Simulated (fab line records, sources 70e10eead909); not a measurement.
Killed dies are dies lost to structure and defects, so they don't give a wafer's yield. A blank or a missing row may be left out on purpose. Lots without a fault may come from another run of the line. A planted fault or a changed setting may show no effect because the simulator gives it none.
Chamber matching | flow nand_harc | NHARC_A_STAIRCASE_DEP_280 on pecvd-03: 3 sister chambers
The step deposits SiON, target thk 30 nm. 6 wafers are shown with their chamber, then 10 later ones without.

WAFERS WITH THEIR CHAMBER
wafer  | chamber | heater_power_w (W)
L081.4 | 2       | 788
L085.1 | 0       | 817
L085.2 | 2       | 932
L085.3 | 1       | 837
L089.2 | 1       | 820
L089.4 | 0       | 774

WAFERS WITHOUT THEIR CHAMBER
wafer  | heater_power_w (W)
L089.5 | 891
L094.2 | 761
L094.4 | 847
L094.6 | 788
L097.2 | 855
L097.4 | 859
L097.6 | 845
L096.1 | 808
L096.2 | 903
L096.3 | 806

WHICH CHAMBER EACH WENT THROUGH
wafer  | from the rows above          | in truth
L089.5 | can't be placed: 2 or 1 or 0 | 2
L094.2 | can't be placed: 0 or 1 or 2 | 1
L094.4 | can't be placed: 2 or 1 or 0 | 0
L094.6 | can't be placed: 0 or 1 or 2 | 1
L097.2 | can't be placed: 2 or 1 or 0 | 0
L097.4 | can't be placed: 2 or 1 or 0 | 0
L097.6 | can't be placed: 2 or 1 or 0 | 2
L096.1 | can't be placed: 0 or 1 or 2 | 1
L096.2 | can't be placed: 2 or 1 or 0 | 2
L096.3 | can't be placed: 0 or 1 or 2 | 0
Placed correctly: 0 of 10. Can't be placed from these rows: 10 (the true chamber is among the candidates in 10). Placed wrongly: 0.
How it was worked out, from the rows above alone: a wafer's distance from a chamber is the root of the sum, over the readings, of the square of ((its reading less the chamber's mean) divided by the reading's scatter). The wafer belongs to the nearest chamber; if the next one is less than 2 further off, it can't be placed. A chamber's mean is the mean of its shown wafers. The scatter: the root of (the sum of the squares of (reading less its chamber's mean) over the shown wafers, divided by (wafers less chambers)).
